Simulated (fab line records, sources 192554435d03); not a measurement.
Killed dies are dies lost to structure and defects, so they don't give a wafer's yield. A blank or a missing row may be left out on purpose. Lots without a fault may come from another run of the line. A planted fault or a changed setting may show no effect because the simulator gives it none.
Which tool did it? | flow n5_finfet | 9 lots, 25 wafers sampled, at 3 steps of a route of 1938

WHAT THE GAUGES READ, wafer by wafer
N5_BEOL_M4_RC_MEAS_101. Usual: DIBL_N 36.0 mV/V, standard deviation 1.9; DIBL_P 35.6 mV/V, standard deviation 2.4; IOFF_N 0.16 nA/um, standard deviation 0.036; IOFF_P 0.21 nA/um, standard deviation 0.04; ION_N 673 uA/um, standard deviation 14; ION_P 460 uA/um, standard deviation 8.9; SS_N 71.5 mV/dec, standard deviation 0.67; SS_P 73.2 mV/dec, standard deviation 0.73; VT_N 249 mV, standard deviation 3.6; VT_P -250 mV, standard deviation 3.7.
lot  | measured     | on        | DIBL_N (mV/V)  | DIBL_P (mV/V)  | IOFF_N (nA/um) | IOFF_P (nA/um) | ION_N (uA/um) | ION_P (uA/um) | SS_N (mV/dec)  | SS_P (mV/dec)  | VT_N (mV)   | VT_P (mV)      | flag
L158 | day 8 21:08  | prober-02 | 34.4 36.4      | 32.6 34.7      | 0.13 0.14      | 0.18 0.20      | 668 657       | 460 455       | 70.8 71.3      | 73.0 73.0      | 253 256     | -249 -248      |
L160 | day 8 22:13  | prober-01 | 36.7 34.4 37.0 | 37.2 34.3 37.5 | 0.18 0.12 0.17 | 0.23 0.18 0.22 | 685 660 673   | 469 457 463   | 72.5 71.1 71.6 | 73.4 73.0 73.6 | 247 254 247 | -248 -251 -247 |
L161 | day 9 01:23  | prober-02 | 35.1 36.6 37.1 | 35.5 37.3 38.3 | 0.14 0.16 0.18 | 0.20 0.23 0.25 | 668 659 678   | 462 465 467   | 71.4 71.3 71.1 | 72.8 73.2 73.4 | 251 249 248 | -249 -249 -246 |
L162 | day 9 08:53  | prober-02 | 36.5 34.1 36.1 | 36.3 33.6 36.6 | 0.15 0.12 0.15 | 0.19 0.15 0.20 | 666 657 663   | 454 452 454   | 71.7 70.9 72.0 | 73.6 72.8 73.5 | 250 256 250 | -254 -255 -251 |
L172 | day 12 02:20 | prober-02 | 35.5 37.0      | 37.5 38.7      | 0.16 0.18      | 0.23 0.23      | 687 684       | 473 469       | 71.1 71.7      | 72.7 73.9      | 245 246     | -248 -248      |
L174 | day 12 12:13 | prober-02 | 34.6 33.1 36.2 | 35.0 32.2 36.5 | 0.15 0.11 0.16 | 0.19 0.15 0.21 | 677 664 672   | 467 461 468   | 71.4 70.9 71.1 | 73.3 72.4 73.8 | 249 254 249 | -251 -255 -249 |
L176 | day 12 22:08 | prober-01 | 33.6 33.4 35.7 | 33.4 34.0 36.4 | 0.13 0.12 0.15 | 0.21 0.21 0.25 | 656 667 667   | 457 469 461   | 71.0 70.7 72.1 | 73.3 72.3 74.2 | 249 253 248 | -245 -245 -247 |
L177 | day 13 07:47 | prober-02 | 38.9 36.5 37.4 | 38.7 34.8 36.9 | 0.20 0.15 0.17 | 0.23 0.17 0.20 | 689 670 668   | 460 447 459   | 71.7 71.3 72.0 | 74.6 73.3 73.7 | 243 250 247 | -252 -254 -252 |
L178 | day 13 22:50 | prober-02 | 34.9 34.4 34.5 | 36.5 35.7 35.4 | 0.16 0.15 0.14 | 0.20 0.19 0.18 | 684 678 664   | 467 459 456   | 71.0 71.3 71.2 | 72.7 72.7 72.9 | 248 251 250 | -249 -254 -253 |

N5_BEOL_M10_OVL_MEAS_12. Usual: M10_OVL 0.5 nm, standard deviation 0.74.
lot  | measured     | on         | M10_OVL (nm)  | flag
L158 | day 10 23:30 | overlay-02 | -1.3 -0.6     |
L160 | day 11 02:45 | overlay-01 | 0.8 0.9 -0.2  |
L161 | day 11 02:55 | overlay-02 | 1.1 -0.3 -0.3 |
L162 | day 11 06:13 | overlay-01 | 0.8 0.5 0.7   |
L172 | day 13 22:24 | overlay-02 | 0.6 0.1       |
L174 | day 14 11:02 | overlay-02 | 0.2 -0.4 -0.7 |
L176 | day 14 22:19 | overlay-01 | 1.3 0.9 1.7   |
L177 | day 15 08:38 | overlay-01 | 0.9 0.4 -0.7  |
L178 | day 15 21:10 | overlay-02 | 1.5 0.7 1.2   |

N5_BEOL_M10_INSPECT_13: inspects for defects (brightfield). Usual: raw_defect_count 407, standard deviation 98.
lot  | measured     | on                | raw_defect_count | flag
L158 | day 10 23:32 | defect_inspect-01 | 460 393          |
L160 | day 11 02:46 | defect_inspect-01 | 375 312 419      |
L161 | day 11 02:56 | defect_inspect-02 | 335 389 364      |
L162 | day 11 06:15 | defect_inspect-02 | 286 410 417      |
L172 | day 13 22:25 | defect_inspect-01 | 385 387          |
L174 | day 14 11:04 | defect_inspect-02 | 494 603 744      |
L176 | day 14 22:20 | defect_inspect-02 | 381 387 465      |
L177 | day 15 08:40 | defect_inspect-01 | 341 418 383      |
L178 | day 15 21:12 | defect_inspect-01 | 342 381 397      |

WHICH TOOL RAN EACH LOT (tool, then ch and the chambers of the sampled wafers, then the start)
The record holds no process step before these readings.

WHAT THE TOOLS THEMSELVES READ (means of the sampled wafers that have a number; where no wafer has one, the mark that the record gives instead)
The record holds no such reading with a usual standard deviation.

THE ANSWER, worked out from the rows above alone
Rule: a lot is off if the mean of its wafers that have a number lies more than 3 standard deviations from the usual mean. A lot without any number at a reading at which 4 lots or more have one is off too. The other lots that the step has rows for count as sound. The gauges are gone through in route order, then the tools' own readings, and for those a lot's mean is taken as printed above. The first step at which some lot is off is used, and at that step the reading that is off furthest; a lot without a number counts as furthest.
No lot is off at any reading shown: from this, nothing can be told.

WHAT THE SIMULATOR HAD PUT IN
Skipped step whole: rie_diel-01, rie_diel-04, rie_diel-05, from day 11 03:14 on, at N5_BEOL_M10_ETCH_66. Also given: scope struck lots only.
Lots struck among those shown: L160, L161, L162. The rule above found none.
